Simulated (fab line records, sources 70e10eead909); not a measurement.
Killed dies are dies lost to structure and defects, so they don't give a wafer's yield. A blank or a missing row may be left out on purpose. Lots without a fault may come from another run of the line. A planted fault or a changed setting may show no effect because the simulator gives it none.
Chamber matching | flow nand_harc | NHARC_A_STAIRCASE_DESCUM_252 on rie_diel-08: 4 sister chambers
The step chemistry O2, time 3 s. 20 wafers are shown with their chamber, then 10 later ones without.

WAFERS WITH THEIR CHAMBER
wafer  | chamber | drypump_motor_current_A (A) | showerhead_plenum_p_Torr (Torr) | oes_product_au (a.u.)
L076.3 | 1       | 6.5                         | 1.82                            | 0.997
L076.4 | 0       | 5.7                         | 1.89                            | 0.995
L076.5 | 1       | 6.4                         | 1.82                            | 1.002
L080.1 | 2       | 6.3                         | 1.89                            | 0.987
L080.2 | 1       | 6.4                         | 1.81                            | 0.990
L080.6 | 1       | 6.5                         | 1.81                            | 1.000
L083.1 | 0       | 5.7                         | 1.89                            | 0.994
L083.3 | 1       | 6.5                         | 1.81                            | 0.999
L083.5 | 0       | 5.6                         | 1.89                            | 0.990
L085.1 | 0       | 5.7                         | 1.89                            | 0.999
L085.3 | 3       | 6.4                         | 1.87                            | 0.991
L085.5 | 3       | 6.4                         | 1.87                            | 1.006
L089.1 | 2       | 6.3                         | 1.88                            | 0.993
L089.5 | 1       | 6.4                         | 1.81                            | 0.994
L089.6 | 0       | 5.7                         | 1.89                            | 0.990
L088.3 | 0       | 5.6                         | 1.88                            | 0.988
L088.4 | 1       | 6.5                         | 1.81                            | 0.995
L088.6 | 2       | 6.2                         | 1.88                            | 0.978
L090.1 | 2       | 6.3                         | 1.88                            | 0.999
L090.2 | 0       | 5.6                         | 1.88                            | 0.997

SIGNATURES (means of the wafers above)
reading                  | chamber 0 | chamber 1 | chamber 2 | chamber 3 | scatter within a chamber
drypump_motor_current_A  | 5.657     | 6.457     | 6.275     | 6.400     | 0.0511
showerhead_plenum_p_Torr | 1.8871    | 1.8129    | 1.8825    | 1.8700    | 0.00475
oes_product_au           | 0.99329   | 0.99671   | 0.98925   | 0.99850   | 0.00587
Rule: a wafer's distance from a chamber is the root of the sum, over the readings, of the square of ((its reading less the chamber's mean) divided by the reading's scatter). The wafer belongs to the nearest chamber; if the next one is less than 2 further off, it can't be placed. The scatter: the root of (the sum of the squares of (reading less its chamber's mean) over the shown wafers, divided by (wafers less chambers)).

WAFERS WITHOUT THEIR CHAMBER
wafer  | drypump_motor_current_A (A) | showerhead_plenum_p_Torr (Torr) | oes_product_au (a.u.)
L090.3 | 6.3                         | 1.87                            | 0.997
L094.1 | 6.3                         | 1.88                            | 0.992
L094.2 | 6.3                         | 1.87                            | 1.007
L094.5 | 5.7                         | 1.88                            | 1.004
L096.1 | 6.3                         | 1.88                            | 1.009
L096.3 | 5.6                         | 1.88                            | 0.996
L096.5 | 5.6                         | 1.88                            | 0.992
L095.2 | 6.3                         | 1.86                            | 1.008
L095.4 | 5.6                         | 1.88                            | 0.990
L095.6 | 5.7                         | 1.88                            | 1.003

WHICH CHAMBER EACH WENT THROUGH
wafer  | from the rows above     | in truth
L090.3 | can't be placed: 3 or 2 | 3
L094.1 | 2                       | 2
L094.2 | can't be placed: 3 or 2 | 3
L094.5 | 0                       | 0
L096.1 | can't be placed: 3 or 2 | 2
L096.3 | 0                       | 0
L096.5 | 0                       | 0
L095.2 | 3                       | 3
L095.4 | 0                       | 0
L095.6 | 0                       | 0
Placed correctly: 7 of 10. Can't be placed from these rows: 3 (the true chamber is among the candidates in 3). Placed wrongly: 0.
